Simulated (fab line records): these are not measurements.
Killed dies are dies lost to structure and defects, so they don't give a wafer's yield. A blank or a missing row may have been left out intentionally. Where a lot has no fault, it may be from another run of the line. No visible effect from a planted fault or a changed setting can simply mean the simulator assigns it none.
fab line records	flow n5Finfet
record lots=24	wafers=72	lastDay=17
route steps=1938 shown BEOL_M14@1726
lots that met no fault: taken from a fault-free run of the same line
startH: hours from the record's first day to the start of the lot's first wafer shown	waitH: hours from the lot's prior step to this one	" repeats the value in the row above	L1.1+2: several wafers, shown together as one row	- no value, or no start given	* or withheld: withheld	< > ~ a bound
route shown NAME@n: NAME is a module with steps in the file, n the number in the route of the first one	usual: mean/standard deviation of fault-free wafers	same: alike in all rows	chamber/n: place in a boat	sites: each site's reading	_std_site: the standard deviation of these	_edge_site: the outer-site mean with the inner-site mean subtracted	radiusMm: how far each site lies from the wafer's centre	mask NAME#n: copy n	behind: the tool/chamber that last shaped the wafer	hold: why the lot was held/for how many hours/how that ended	device: names the non-switching transistor (n, p or np)	end of line: at the end of the route, the tests of the same wafers	a step with no rows: only its recipe	killed: dies that structure and defects cost at the first sort, which is not the same as the wafer's yield	map: per-die view of a wafer (x killed, . not killed, _ where there is no die)
set.NAME: the setting as run; set.NAME@STEP: as run at that earlier step	model.NAME: the simulator's own value behind a step, which no gauge read
route steps across a sampled set of lots; one table per step, one row per wafer
services: from which hour (startH, from the record's first day; less than 0 if before it) a tool's chamber was out of use, for how many hours, and why
## steps
# step N5_BEOL_M14_CD_MEAS_10
# recipe targetCdNm=250	landingEnergyEv=500	detector=seInlens	polarity=opening
# usual cdNm=250.2/1.6
lot.wafer	tool	chamber	startH	waitH	cdNm
L075.2	cdSem-02	0	251.75	-	248.9
L075.5	"	0	"	"	248.1
L075.6	"	0	"	"	249.4
L077.2	cdSem-01	0	253.10	-	252.1
L077.4	"	0	"	"	248.9
L077.6	"	0	"	"	253.0
L076.3	cdSem-03	0	255.85	-	251.1
L076.4	"	0	"	"	251.6
L076.6	"	0	"	"	251.4
L074.1	cdSem-01	0	265.18	-	247.7
L074.3	"	0	"	"	246.4
L074.5	"	0	"	"	249.8
L079.1	cdSem-01	0	270.32	-	250.9
L079.3	"	0	"	"	251.3
L079.5	"	0	"	"	248.3
L078.4	cdSem-02	0	272.99	-	249.4
L078.5	"	0	"	"	248.5
L078.6	"	0	"	"	250.3
L080.2	cdSem-03	0	277.03	-	246.9
L080.3	"	0	"	"	247.9
L080.6	"	0	"	"	247.6
L081.1	cdSem-01	0	280.32	-	250.7
L081.4	"	0	"	"	250.4
L081.5	"	0	"	"	249.1
L082.2	cdSem-03	0	288.13	-	249.0
L082.4	"	0	"	"	249.3
L082.5	"	0	"	"	252.4
L083.1	cdSem-03	0	303.56	-	250.2
L083.3	"	0	"	"	248.2
L083.4	"	0	"	"	249.8
L084.1	cdSem-01	0	306.01	-	248.6
L084.2	"	0	"	"	249.4
L084.4	"	0	"	"	250.1
L086.2	cdSem-01	0	317.82	-	249.3
L086.4	"	0	"	"	250.3
L086.5	"	0	"	"	250.2
L085.2	cdSem-03	0	318.17	-	250.8
L085.3	"	0	"	"	251.4
L085.6	"	0	"	"	252.1
L087.1	cdSem-03	0	325.60	-	247.9
L087.5	"	0	"	"	251.1
L087.6	"	0	"	"	247.9
L089.2	cdSem-01	0	330.94	-	248.4
L089.5	"	0	"	"	249.3
L089.6	"	0	"	"	249.2
L088.4	cdSem-01	0	333.09	-	249.4
L088.5	"	0	"	"	249.6
L088.6	"	0	"	"	249.9
L091.2	cdSem-02	0	336.84	-	252.9
L091.5	"	0	"	"	251.8
L091.6	"	0	"	"	248.8
L090.2	cdSem-01	0	349.17	-	251.6
L090.3	"	0	"	"	249.5
L090.5	"	0	"	"	251.0
L092.2	cdSem-01	0	349.91	-	248.6
L092.4	"	0	"	"	249.3
L092.5	"	0	"	"	250.2
L094.2	cdSem-02	0	355.29	-	252.5
L094.3	"	0	"	"	251.5
L094.5	"	0	"	"	251.5
L093.2	cdSem-02	0	361.75	-	251.1
L093.3	"	0	"	"	253.9
L093.6	"	0	"	"	251.3
L095.2	cdSem-01	0	364.04	-	250.2
L095.4	"	0	"	"	248.5
L095.5	"	0	"	"	250.4
L097.3	cdSem-03	0	380.74	-	249.6
L097.4	"	0	"	"	248.8
L097.6	"	0	"	"	249.2
L096.1	cdSem-02	0	381.00	-	251.4
L096.4	"	0	"	"	251.4
L096.6	"	0	"	"	252.9
# step N5_BEOL_M14_INSPECT_12
# recipe mode=adi	inspectInstrument=macro
# usual rawDefectCount=1.8/1.3
lot.wafer	tool	chamber	startH	waitH	rawDefectCount
L075.2	defectInspect-01	-	251.80	0.0	2
L075.5	"	-	"	"	1
L075.6	"	-	"	"	3
L077.2	defectInspect-01	-	253.15	0.0	0
L077.4	"	-	"	"	0
L077.6	"	-	"	"	1
L076.3	defectInspect-02	-	255.90	0.0	5
L076.4	"	-	"	"	2
L076.6	"	-	"	"	1
L074.1	defectInspect-02	-	265.24	0.0	3
L074.3	"	-	"	"	3
L074.5	"	-	"	"	1
L079.1	defectInspect-02	-	270.37	0.0	0
L079.3	"	-	"	"	1
L079.5	"	-	"	"	2
L078.4	defectInspect-02	-	273.04	0.0	2
L078.5	"	-	"	"	2
L078.6	"	-	"	"	2
L080.2	defectInspect-02	-	277.09	0.0	3
L080.3	"	-	"	"	1
L080.6	"	-	"	"	0
L081.1	defectInspect-02	-	280.37	0.0	3
L081.4	"	-	"	"	2
L081.5	"	-	"	"	1
L082.2	defectInspect-02	-	288.19	0.0	1
L082.4	"	-	"	"	4
L082.5	"	-	"	"	4
L083.1	defectInspect-02	-	303.61	0.0	3
L083.3	"	-	"	"	4
L083.4	"	-	"	"	1
L084.1	defectInspect-01	-	306.07	0.0	4
L084.2	"	-	"	"	2
L084.4	"	-	"	"	2
L086.2	defectInspect-01	-	317.88	0.0	5
L086.4	"	-	"	"	2
L086.5	"	-	"	"	2
L085.2	defectInspect-01	-	318.23	0.0	1
L085.3	"	-	"	"	1
L085.6	"	-	"	"	2
L087.1	defectInspect-02	-	325.66	0.0	2
L087.5	"	-	"	"	1
L087.6	"	-	"	"	2
L089.2	defectInspect-01	-	331.00	0.0	2
L089.5	"	-	"	"	0
L089.6	"	-	"	"	2
L088.4	defectInspect-01	-	333.15	0.0	2
L088.5	"	-	"	"	3
L088.6	"	-	"	"	3
L091.2	defectInspect-01	-	336.89	0.0	2
L091.5	"	-	"	"	0
L091.6	"	-	"	"	6
L090.2	defectInspect-01	-	349.23	0.0	0
L090.3	"	-	"	"	0
L090.5	"	-	"	"	1
L092.2	defectInspect-02	-	349.96	0.0	1
L092.4	"	-	"	"	1
L092.5	"	-	"	"	0
L094.2	defectInspect-01	-	355.34	0.0	2
L094.3	"	-	"	"	1
L094.5	"	-	"	"	1
L093.2	defectInspect-02	-	361.80	0.0	0
L093.3	"	-	"	"	2
L093.6	"	-	"	"	1
L095.2	defectInspect-01	-	364.09	0.0	2
L095.4	"	-	"	"	0
L095.5	"	-	"	"	0
L097.3	defectInspect-01	-	380.79	0.0	0
L097.4	"	-	"	"	1
L097.6	"	-	"	"	2
L096.1	defectInspect-02	-	381.06	0.0	1
L096.4	"	-	"	"	3
L096.6	"	-	"	"	1
# step N5_BEOL_M14_VIA_ETCH_16
# recipe chemistry=C4F8/O2/Ar	target=SiO2	heInnerTorr=15	heOuterTorr=30	targetDepthA=12313	timeS=withheld	ionEnergyEv=800	pressureMtorr=20	sourceW=1905	biasW=2040	Ar_flow_sccm=400	C4F8_flow_sccm=16	O2_flow_sccm=12	ends=cleared
# usual chamberPressureMTorr=20.000/0.018	drypumpMotorCurrentA=5.6/0.5	heInnerTorr=15.00/0.032	mfcArSccm=400.1/1.3	oesProductAu=0.74/0.064	rfVppV=2218/48	showerheadPlenumPTorr=3.40/0.076	throttleValvePct=30.93/0.21
lot.wafer	tool	chamber	startH	waitH	chamberPressureMTorr	drypumpMotorCurrentA	heInnerTorr	mfcArSccm	oesProductAu	rfVppV	showerheadPlenumPTorr	throttleValvePct
L075.2	rieDiel-03	1	251.92	0.0	20.004	5.9	14.90	398.8	0.79	2216	3.33	30.65
L075.5	"	2	"	"	19.995	5.8	15.01	399.1	0.77	2269	3.48	30.93
L075.6	"	1	"	"	20.002	5.9	14.88	400.0	0.80	2214	3.33	30.63
L077.2	rieDiel-03	0	253.33	0.0	19.988	6.3	14.98	400.0	0.82	2263	3.41	31.28
L077.4	"	3	"	"	20.006	5.5	15.01	399.0	0.83	2258	3.47	30.62
L077.6	"	0	"	"	20.008	6.3	15.00	400.1	0.82	2261	3.41	31.28
L076.3	rieDiel-05	0	256.02	0.0	19.981	5.9	15.00	397.0	0.75	2196	3.36	31.10
L076.4	"	1	"	"	19.964	5.0	15.04	402.3	0.74	2282	3.46	30.69
L076.6	"	3	"	"	20.016	6.1	14.99	399.4	0.62	2205	3.39	30.97
L074.1	rieDiel-05	1	265.37	0.0	20.013	5.1	14.98	402.2	0.73	2282	3.46	30.70
L074.3	"	2	"	"	20.012	4.8	15.04	401.0	0.65	2123	3.28	30.99
L074.5	"	3	"	"	20.004	6.1	15.05	402.1	0.61	2206	3.39	30.98
L079.1	rieDiel-05	3	270.49	0.0	19.983	6.1	15.04	399.5	0.61	2205	3.39	30.96
L079.3	"	1	"	"	19.999	5.0	15.03	401.2	0.72	2282	3.46	30.70
L079.5	"	1	"	"	20.027	5.1	15.00	400.5	0.72	2283	3.46	30.72
L078.4	rieDiel-03	3	273.53	0.0	19.989	5.5	14.95	399.9	0.80	2256	3.47	30.63
L078.5	"	1	"	"	20.006	5.9	15.01	401.7	0.78	2215	3.32	30.63
L078.6	"	2	"	"	19.989	5.8	14.99	399.1	0.76	2269	3.48	30.93
L080.2	rieDiel-05	3	277.23	0.0	20.001	6.1	15.01	401.5	0.61	2204	3.39	30.95
L080.3	"	1	"	"	19.998	5.1	15.05	400.7	0.73	2280	3.46	30.72
L080.6	"	1	"	"	19.999	5.1	14.99	399.4	0.72	2281	3.46	30.71
L081.1	rieDiel-03	3	280.49	0.0	20.002	5.5	15.01	398.6	0.79	2257	3.46	30.63
L081.4	"	3	"	"	20.018	5.5	15.01	399.4	0.78	2256	3.46	30.63
L081.5	"	2	"	"	19.985	5.8	15.04	399.7	0.76	2270	3.48	30.94
L082.2	rieDiel-03	3	288.31	0.0	20.006	5.5	15.02	402.0	0.79	2255	3.46	30.65
L082.4	"	0	"	"	19.958	6.3	15.00	400.9	0.81	2262	3.40	31.30
L082.5	"	1	"	"	19.987	5.9	15.05	400.0	0.79	2213	3.32	30.65
L083.1	rieDiel-06	2	303.73	0.0	19.999	4.7	14.97	398.4	0.78	2170	3.34	30.85
L083.3	"	0	"	"	20.017	5.3	15.07	399.2	0.75	2160	3.51	30.93
L083.4	"	1	"	"	20.012	5.9	15.04	400.3	0.83	2202	3.39	31.19
L084.1	rieDiel-05	2	306.19	0.0	19.974	4.8	15.01	399.0	0.64	2122	3.28	30.98
L084.2	"	0	"	"	20.044	5.9	14.96	399.3	0.73	2196	3.35	31.09
L084.4	"	1	"	"	20.012	5.1	15.02	400.1	0.71	2281	3.45	30.71
L086.2	rieDiel-05	2	318.04	0.0	20.011	4.9	14.99	399.8	0.62	2122	3.27	30.96
L086.4	"	3	"	"	20.003	6.1	15.00	401.6	0.59	2205	3.38	30.97
L086.5	"	3	"	"	20.003	6.1	14.99	401.5	0.60	2205	3.38	30.97
L085.2	rieDiel-03	0	318.51	0.0	20.015	6.3	15.05	398.5	0.78	2260	3.39	31.28
L085.3	"	3	"	"	19.997	5.5	14.98	402.0	0.78	2255	3.46	30.63
L085.6	"	0	"	"	19.996	6.3	15.06	399.9	0.77	2262	3.39	31.29
L087.1	rieDiel-06	3	325.78	0.0	19.991	4.8	14.99	401.3	0.88	2196	3.56	31.09
L087.5	"	2	"	"	19.998	4.7	15.02	399.9	0.76	2169	3.34	30.85
L087.6	"	3	"	"	20.005	4.8	15.05	399.9	0.88	2197	3.56	31.09
L089.2	rieDiel-03	1	331.12	0.0	19.980	5.9	15.03	400.3	0.76	2214	3.32	30.67
L089.5	"	3	"	"	20.001	5.5	14.99	398.4	0.77	2257	3.45	30.66
L089.6	"	2	"	"	19.999	5.8	15.01	400.6	0.74	2268	3.47	30.95
L088.4	rieDiel-05	2	333.35	0.1	19.985	4.9	15.01	399.8	0.63	2123	3.27	30.97
L088.5	"	0	"	"	20.023	5.9	14.98	399.1	0.72	2195	3.35	31.11
L088.6	"	1	"	"	20.017	5.1	15.03	401.0	0.71	2280	3.45	30.74
L091.2	rieDiel-06	0	337.13	0.0	20.006	5.2	15.02	398.6	0.73	2161	3.50	30.94
L091.5	"	1	"	"	20.002	5.9	15.00	398.8	0.80	2201	3.38	31.23
L091.6	"	0	"	"	20.014	5.3	15.00	399.0	0.74	2160	3.50	30.93
L090.2	rieDiel-05	1	349.35	0.0	19.959	5.1	14.98	398.2	0.70	2280	3.45	30.73
L090.3	"	2	"	"	19.993	4.8	15.01	400.4	0.62	2122	3.27	30.99
L090.5	"	1	"	"	19.995	5.1	14.95	399.3	0.70	2281	3.45	30.74
L092.2	rieDiel-03	1	350.08	0.0	19.985	5.9	15.01	398.6	0.75	2213	3.31	30.67
L092.4	"	3	"	"	20.032	5.5	15.06	399.6	0.76	2256	3.45	30.67
L092.5	"	3	"	"	19.963	5.5	15.04	400.2	0.76	2256	3.45	30.66
L094.2	rieDiel-03	2	355.75	0.0	20.013	5.8	14.98	400.8	0.73	2267	3.46	30.96
L094.3	"	3	"	"	19.984	5.5	15.00	397.9	0.75	2255	3.45	30.64
L094.5	"	2	"	"	19.963	5.8	15.05	400.7	0.73	2268	3.46	30.98
L093.2	rieDiel-06	1	362.10	0.0	20.005	5.9	15.01	399.4	0.79	2203	3.37	31.22
L093.3	"	2	"	"	19.996	4.7	14.96	399.1	0.75	2170	3.33	30.86
L093.6	"	3	"	"	20.008	4.8	14.99	399.6	0.83	2195	3.56	31.10
L095.2	rieDiel-03	3	364.27	0.0	20.008	5.5	15.03	401.6	0.75	2255	3.45	30.66
L095.4	"	2	"	"	19.980	5.8	14.99	400.8	0.73	2268	3.46	30.98
L095.5	"	2	"	"	20.007	5.8	15.05	402.0	0.72	2268	3.46	30.98
L097.3	rieDiel-03	3	380.91	0.0	19.989	5.5	15.03	399.3	0.74	2254	3.45	30.67
L097.4	"	2	"	"	20.002	5.8	14.98	400.1	0.73	2267	3.46	30.96
L097.6	"	1	"	"	20.009	5.9	14.96	401.9	0.75	2213	3.31	30.68
L096.1	rieDiel-06	1	381.18	0.0	20.014	5.9	15.02	399.9	0.78	2201	3.37	31.21
L096.4	"	0	"	"	19.981	5.3	15.07	399.8	0.73	2160	3.49	30.96
L096.6	"	0	"	"	20.015	5.3	15.00	399.4	0.74	2159	3.49	30.96
# step N5_BEOL_M14_STRIP_64
# recipe chemistry=O2	powerW=600	tempC=60	pressureMtorr=30	rfFrequencyHz=6e+07	biasPowerW=0	overashFraction=0.3	o2FlowSccm=225
# usual chamberPressureMTorr=30.000/0.029	drypumpMotorCurrentA=5.6/0.5	o2FlowSccm=225.0/0.69	oesProductAu=0.82/0.075	rfVppV=3.7/0.51	showerheadPlenumPTorr=2.08/0.051	throttleValvePct=16.70/0.16
lot.wafer	tool	chamber	startH	waitH	chamberPressureMTorr	drypumpMotorCurrentA	o2FlowSccm	oesProductAu	rfHoursCounterH	rfVppV	showerheadPlenumPTorr	throttleValvePct
L075.2	rieDiel-03	1	-	-	29.971	5.9	224.7	0.88	43	3.0	2.05	16.63
L075.5	"	2	"	"	30.006	5.8	225.0	0.84	-	3.8	2.15	16.54
L075.6	"	1	"	"	29.965	5.9	224.6	0.87	-	3.7	2.05	16.63
L077.2	rieDiel-03	0	-	-	29.951	6.3	225.5	0.95	28	3.6	2.05	16.66
L077.4	"	3	"	"	30.005	5.5	226.0	0.92	12	3.1	2.15	16.62
L077.6	"	0	"	"	29.929	6.3	225.3	0.94	-	2.7	2.05	16.64
L076.3	rieDiel-05	0	-	-	30.008	5.9	224.5	0.83	74	3.8	2.02	16.65
L076.4	"	1	"	"	30.000	5.1	224.4	0.80	64	2.6	2.12	16.54
L076.6	"	3	"	"	29.989	6.1	225.5	0.68	-	3.3	2.08	17.01
L074.1	rieDiel-05	1	-	-	29.964	5.1	224.6	0.81	68	3.5	2.12	16.55
L074.3	"	2	"	"	30.040	4.8	225.1	0.71	193	3.2	2.02	16.94
L074.5	"	3	"	"	30.007	6.1	224.3	0.67	-	2.8	2.08	17.02
L079.1	rieDiel-05	3	-	-	29.997	6.1	224.3	0.67	235	4.2	2.08	17.01
L079.3	"	1	"	"	30.004	5.0	224.8	0.81	70	3.6	2.12	16.55
L079.5	"	1	"	"	29.989	5.0	225.1	0.81	-	3.8	2.12	16.55
L078.4	rieDiel-03	3	-	-	29.964	5.5	226.4	0.90	20	3.3	2.15	16.63
L078.5	"	1	"	"	29.945	5.9	224.9	0.87	-	3.2	2.05	16.65
L078.6	"	2	"	"	29.979	5.8	225.7	0.84	-	3.4	2.14	16.57
L080.2	rieDiel-05	3	-	-	30.029	6.1	224.6	0.67	236	4.2	2.08	17.02
L080.3	"	1	"	"	30.057	5.1	225.0	0.80	72	4.1	2.12	16.56
L080.6	"	1	"	"	30.025	5.1	226.2	0.80	-	4.7	2.12	16.55
L081.1	rieDiel-03	3	-	-	30.004	5.5	223.6	0.87	23	3.8	2.15	16.63
L081.4	"	3	"	"	29.983	5.5	224.9	0.87	-	3.8	2.15	16.64
L081.5	"	2	"	"	30.005	5.8	224.2	0.83	-	3.2	2.14	16.60
L082.2	rieDiel-03	3	-	-	30.021	5.4	224.7	0.87	25	4.3	2.15	16.64
L082.4	"	0	"	"	30.047	6.3	224.0	0.91	41	3.5	2.04	16.67
L082.5	"	1	"	"	30.001	5.9	225.1	0.87	-	3.0	2.05	16.66
L083.1	rieDiel-06	2	-	-	30.051	4.7	225.1	0.88	39	3.5	2.07	16.74
L083.3	"	0	"	"	30.005	5.3	225.3	0.81	80	3.9	2.11	16.34
L083.4	"	1	"	"	29.988	5.9	223.3	0.93	-	2.9	2.05	16.64
L084.1	rieDiel-05	2	-	-	30.012	4.8	225.5	0.70	206	4.0	2.01	16.97
L084.2	"	0	"	"	29.976	5.9	225.6	0.81	90	4.8	2.01	16.69
L084.4	"	1	"	"	29.997	5.1	224.6	0.79	81	3.4	2.12	16.58
L086.2	rieDiel-05	2	-	-	30.002	4.8	224.8	0.70	210	3.1	2.01	16.98
L086.4	"	3	"	"	30.001	6.1	224.3	0.67	248	3.8	2.08	17.04
L086.5	"	3	"	"	30.009	6.1	224.8	0.66	-	3.7	2.08	17.05
L085.2	rieDiel-03	0	-	-	30.023	6.3	224.1	0.88	54	3.0	2.04	16.70
L085.3	"	3	"	"	30.044	5.5	225.3	0.87	34	4.0	2.15	16.66
L085.6	"	0	"	"	29.959	6.3	224.2	0.88	-	3.1	2.04	16.69
L087.1	rieDiel-06	3	-	-	29.966	4.8	225.4	0.99	2	4.1	2.17	16.64
L087.5	"	2	"	"	30.010	4.7	224.9	0.86	-	3.2	2.06	16.76
L087.6	"	3	"	"	30.000	4.8	225.1	0.99	-	3.8	2.17	16.62
L089.2	rieDiel-03	1	-	-	29.939	5.9	224.9	0.84	68	4.1	2.04	16.70
L089.5	"	3	"	"	30.013	5.5	225.4	0.86	-	4.3	2.14	16.67
L089.6	"	2	"	"	29.957	5.8	224.4	0.82	-	3.2	2.14	16.63
L088.4	rieDiel-05	2	-	-	30.004	4.9	225.3	0.69	-	4.1	2.01	16.98
L088.5	"	0	"	"	30.036	5.9	225.5	0.80	-	3.6	2.01	16.71
L088.6	"	1	"	"	29.973	5.0	224.9	0.78	-	4.0	2.11	16.59
L091.2	rieDiel-06	0	-	-	29.959	5.2	225.0	0.80	95	3.2	2.11	16.37
L091.5	"	1	"	"	29.986	5.9	224.7	0.90	-	2.9	2.05	16.67
L091.6	"	0	"	"	30.030	5.2	224.5	0.81	-	3.6	2.11	16.38
L090.2	rieDiel-05	1	-	-	30.030	5.1	225.5	0.78	97	4.0	2.11	16.58
L090.3	"	2	"	"	30.040	4.8	225.3	0.68	224	3.0	2.01	16.99
L090.5	"	1	"	"	29.989	5.1	225.4	0.77	-	4.2	2.11	16.61
L092.2	rieDiel-03	1	-	-	30.029	5.9	225.9	0.84	75	3.5	2.04	16.70
L092.4	"	3	"	"	30.017	5.5	225.5	0.84	47	4.2	2.14	16.69
L092.5	"	3	"	"	29.998	5.5	225.4	0.85	-	3.9	2.14	16.69
L094.2	rieDiel-03	2	-	-	30.006	5.8	225.4	0.80	109	3.9	2.13	16.64
L094.3	"	3	"	"	30.042	5.5	225.6	0.84	49	4.2	2.14	16.70
L094.5	"	2	"	"	29.997	5.8	225.5	0.80	-	4.6	2.13	16.66
L093.2	rieDiel-06	1	-	-	30.050	5.9	224.4	0.88	39	3.8	2.04	16.69
L093.3	"	2	"	"	30.054	4.7	225.1	0.84	61	4.0	2.06	16.76
L093.6	"	3	"	"	30.024	4.8	225.3	0.93	-	2.9	2.16	16.65
L095.2	rieDiel-03	3	-	-	29.994	5.5	224.2	0.84	53	3.6	2.14	16.70
L095.4	"	2	"	"	29.974	5.8	225.3	0.79	112	3.8	2.13	16.64
L095.5	"	2	"	"	29.964	5.8	224.1	0.80	-	4.0	2.13	16.64
L097.3	rieDiel-03	3	-	-	29.972	5.5	225.0	0.83	57	4.2	2.14	16.70
L097.4	"	2	"	"	29.985	5.8	225.0	0.79	118	2.8	2.13	16.65
L097.6	"	1	"	"	30.007	5.9	225.0	0.82	-	3.5	2.04	16.71
L096.1	rieDiel-06	1	-	-	29.986	5.9	224.5	0.87	44	3.0	2.04	16.70
L096.4	"	0	"	"	30.022	5.3	225.6	0.79	111	4.7	2.10	16.39
L096.6	"	0	"	"	30.003	5.3	224.4	0.79	-	3.6	2.10	16.41
# step N5_BEOL_M14_OVL_MEAS_29
# recipe pointsPerWafer=44
# usual M14_OVL=-1/6
lot.wafer	tool	chamber	startH	waitH	M14_OVL[nm]
L075.2	overlay-01	0	252.75	0.0	-1
L075.5	"	0	"	"	11
L075.6	"	0	"	"	-1
L077.2	overlay-02	0	254.04	0.0	1
L077.4	"	0	"	"	-1
L077.6	"	0	"	"	7
L076.3	overlay-02	0	256.73	0.0	0
L076.4	"	0	"	"	0
L076.6	"	0	"	"	-1
L074.1	overlay-02	0	266.20	0.0	-3
L074.3	"	0	"	"	5
L074.5	"	0	"	"	3
L079.1	overlay-01	0	271.20	0.0	1
L079.3	"	0	"	"	10
L079.5	"	0	"	"	-1
L078.4	overlay-01	0	274.24	0.0	5
L078.5	"	0	"	"	12
L078.6	"	0	"	"	-3
L080.2	overlay-02	0	277.94	0.0	2
L080.3	"	0	"	"	15
L080.6	"	0	"	"	4
L081.1	overlay-02	0	281.32	0.0	2
L081.4	"	0	"	"	9
L081.5	"	0	"	"	7
L082.2	overlay-01	0	289.01	0.0	-4
L082.4	"	0	"	"	-7
L082.5	"	0	"	"	-10
L083.1	overlay-02	0	304.56	0.0	1
L083.3	"	0	"	"	1
L083.4	"	0	"	"	2
L084.1	overlay-01	0	306.89	0.0	2
L084.2	"	0	"	"	-7
L084.4	"	0	"	"	-13
L086.2	overlay-01	0	318.88	0.0	-3
L086.4	"	0	"	"	1
L086.5	"	0	"	"	-1
L085.2	overlay-01	0	319.21	0.0	4
L085.3	"	0	"	"	-1
L085.6	"	0	"	"	4
L087.1	overlay-02	0	326.48	0.0	12
L087.5	"	0	"	"	11
L087.6	"	0	"	"	6
L089.2	overlay-02	0	331.95	0.0	-2
L089.5	"	0	"	"	-1
L089.6	"	0	"	"	-3
L088.4	overlay-02	0	334.10	0.0	-8
L088.5	"	0	"	"	-9
L088.6	"	0	"	"	-4
L091.2	overlay-01	0	337.85	0.0	1
L091.5	"	0	"	"	2
L091.6	"	0	"	"	-2
L090.2	overlay-02	0	350.18	0.0	-10
L090.3	"	0	"	"	-1
L090.5	"	0	"	"	-4
L092.2	overlay-02	0	350.80	0.0	3
L092.4	"	0	"	"	8
L092.5	"	0	"	"	1
L094.2	overlay-02	0	356.45	0.0	8
L094.3	"	0	"	"	-5
L094.5	"	0	"	"	2
L093.2	overlay-01	0	363.12	0.0	5
L093.3	"	0	"	"	-2
L093.6	"	0	"	"	-2
L095.2	overlay-02	0	364.99	0.0	-4
L095.4	"	0	"	"	3
L095.5	"	0	"	"	3
L097.3	overlay-02	0	381.90	0.0	0
L097.4	"	0	"	"	-5
L097.6	"	0	"	"	-6
L096.1	overlay-01	0	382.06	0.0	-15
L096.4	"	0	"	"	-17
L096.6	"	0	"	"	-15
# step N5_BEOL_M14_INSPECT_30
# recipe mode=adi	inspectInstrument=macro
# usual rawDefectCount=2.0/1.4
lot.wafer	tool	chamber	startH	waitH	rawDefectCount
L075.2	defectInspect-02	-	252.78	0.0	2
L075.5	"	-	"	"	3
L075.6	"	-	"	"	1
L077.2	defectInspect-01	-	254.06	0.0	1
L077.4	"	-	"	"	4
L077.6	"	-	"	"	2
L076.3	defectInspect-01	-	256.75	0.0	1
L076.4	"	-	"	"	2
L076.6	"	-	"	"	1
L074.1	defectInspect-02	-	266.23	0.0	1
L074.3	"	-	"	"	0
L074.5	"	-	"	"	1
L079.1	defectInspect-01	-	271.22	0.0	4
L079.3	"	-	"	"	2
L079.5	"	-	"	"	2
L078.4	defectInspect-02	-	274.27	0.0	3
L078.5	"	-	"	"	4
L078.6	"	-	"	"	1
L080.2	defectInspect-02	-	278.09	0.2	1
L080.3	"	-	"	"	4
L080.6	"	-	"	"	2
L081.1	defectInspect-02	-	281.49	0.2	1
L081.4	"	-	"	"	2
L081.5	"	-	"	"	1
L082.2	defectInspect-02	-	289.03	0.0	1
L082.4	"	-	"	"	0
L082.5	"	-	"	"	5
L083.1	defectInspect-01	-	304.58	0.0	3
L083.3	"	-	"	"	1
L083.4	"	-	"	"	1
L084.1	defectInspect-02	-	306.91	0.0	0
L084.2	"	-	"	"	2
L084.4	"	-	"	"	2
L086.2	defectInspect-01	-	318.90	0.0	1
L086.4	"	-	"	"	2
L086.5	"	-	"	"	3
L085.2	defectInspect-01	-	319.24	0.0	2
L085.3	"	-	"	"	1
L085.6	"	-	"	"	4
L087.1	defectInspect-01	-	326.51	0.0	3
L087.5	"	-	"	"	1
L087.6	"	-	"	"	4
L089.2	defectInspect-02	-	331.97	0.0	3
L089.5	"	-	"	"	2
L089.6	"	-	"	"	1
L088.4	defectInspect-01	-	334.12	0.0	1
L088.5	"	-	"	"	1
L088.6	"	-	"	"	0
L091.2	defectInspect-02	-	337.87	0.0	3
L091.5	"	-	"	"	5
L091.6	"	-	"	"	0
L090.2	defectInspect-02	-	350.20	0.0	3
L090.3	"	-	"	"	2
L090.5	"	-	"	"	2
L092.2	defectInspect-01	-	350.82	0.0	1
L092.4	"	-	"	"	6
L092.5	"	-	"	"	2
L094.2	defectInspect-02	-	356.48	0.0	0
L094.3	"	-	"	"	1
L094.5	"	-	"	"	2
L093.2	defectInspect-01	-	363.15	0.0	2
L093.3	"	-	"	"	1
L093.6	"	-	"	"	0
L095.2	defectInspect-02	-	365.01	0.0	1
L095.4	"	-	"	"	0
L095.5	"	-	"	"	3
L097.3	defectInspect-02	-	381.93	0.0	2
L097.4	"	-	"	"	2
L097.6	"	-	"	"	1
L096.1	defectInspect-02	-	382.09	0.0	3
L096.4	"	-	"	"	2
L096.6	"	-	"	"	4
## services
tool	chamber	startH	hours	kind
rieDiel-05	-	229.22	0.1	repair
rieDiel-06	1	242.74	-	clean
rieDiel-06	1	242.74	-	consumableReplace:focusRing
rieDiel-06	1	242.74	21.2	scheduledDown
rieDiel-06	1	242.74	21.2	ventCycle
rieDiel-06	3	296.00	-	clean
rieDiel-06	3	296.00	-	consumableReplace:focusRing
rieDiel-06	3	296.00	26.2	scheduledDown
rieDiel-06	3	296.00	26.2	ventCycle
rieDiel-05	3	321.96	-	clean
rieDiel-05	3	321.96	-	consumableReplace:focusRing
## key
fault none
